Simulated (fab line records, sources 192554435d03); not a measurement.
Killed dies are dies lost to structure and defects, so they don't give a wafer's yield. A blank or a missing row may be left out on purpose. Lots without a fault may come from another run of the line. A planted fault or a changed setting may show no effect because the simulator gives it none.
Split-lot experiment | flow n5_finfet | 7 lots, 21 wafers read, on a route of 1938 steps

THE SPLIT
At N5_BEOL_M7_VIA_ETCH_34 (etches SiCOH lowk in C4F6/O2, target depth 125.5 nm, time 50.5 s), the setting bias_w was moved away from the recipe's 185 W on 7 of the 21 wafers read, by -10.6% to +8.2%. The other wafers ran this setting at the recipe's value.

The reading is taken at the split's own step.

THE READING
rf_vpp_V, in V, at N5_BEOL_M7_VIA_ETCH_34 (etches SiCOH lowk in C4F6/O2, target depth 125.5 nm, time 50.5 s). Fault-free wafers of this fab line usually give 665 V, standard deviation 16 V.

wafer  | tool, chamber at the split | bias_w as run, W | against the recipe | rf_vpp_V, V | against lot-mates on the recipe
L074.3 | rie_diel-04, 1             | 196.3            | +6.1%              | 707         | +22
L074.5 | rie_diel-04, 3             | 185              | recipe             | 685         | -
L074.6 | rie_diel-04, 2             | 196.3            | +6.1%              | 715         | +30
L076.1 | rie_diel-04, 0             | 185              | recipe             | 683         | -
L076.2 | rie_diel-04, 3             | 185              | recipe             | 686         | -
L076.5 | rie_diel-04, 3             | 185              | recipe             | 687         | -
L081.1 | rie_diel-04, 1             | 165.4            | -10.6%             | 617         | -68
L081.2 | rie_diel-04, 3             | 185              | recipe             | 686         | -
L081.6 | rie_diel-04, 2             | 185              | recipe             | 683         | -
L083.1 | rie_diel-03, 3             | 185              | recipe             | 644         | -
L083.3 | rie_diel-03, 1             | 185              | recipe             | 654         | -
L083.4 | rie_diel-03, 0             | 185              | recipe             | 664         | -
L086.2 | rie_diel-03, 3             | 185              | recipe             | 644         | -
L086.5 | rie_diel-03, 0             | 176.1            | -4.8%              | 636         | -8
L086.6 | rie_diel-03, 3             | 176.1            | -4.8%              | 620         | -24
L087.3 | rie_diel-01, 2             | 185              | recipe             | 674         | -
L087.4 | rie_diel-01, 3             | 185              | recipe             | 649         | -
L087.5 | rie_diel-01, 1             | 172              | -7.0%              | 635         | -26
L092.1 | rie_diel-01, 2             | 185              | recipe             | 675         | -
L092.5 | rie_diel-01, 1             | 200.2            | +8.2%              | 718         | +43
L092.6 | rie_diel-01, 2             | 185              | recipe             | 675         | -

THE FIT
A straight line over all 21 wafers: rf_vpp_V changes by +6.03 V for each +1% of bias_w; r = +0.87; the points scatter about the line by 15 V.
The same after taking each lot's own level away (the mean of its wafers on the recipe; 21 wafers): +4.93 V for each +1%; r = +0.94; scatter 7.8 V.
On that fit, the largest move of bias_w shifts the reading by 52 V.
The lots' own levels span 644.0 to 685.3 V, that is 2.6 times the standard deviation above.
So the lot-to-lot level changes the slope: the two fits differ.
Check: with one of the wafers moved furthest among these (-10.6%) left out of the fit, the line predicts -43.9 V for it against its lot-mates. It came out at -67.5 V against them.
Tool readings at the split's step, against how far the setting was moved: rf_vpp_V r = +0.87.

OTHER SPLITS ON THESE WAFERS
These wafers also went through other splits before the reading. Each is held against what the fit with the lots' levels taken away leaves over:
other split on the same wafers | wafers away from the commonest value | r with rf_vpp_V (lot level and that fit taken away)
N5_BEOL_M7_EXPOSE_08 dose_mj   | 7                                    | -0.07

THE FILE'S OWN FIT
rf_vpp_V changes by +5.14 V for each +1% of bias_w, r = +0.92.
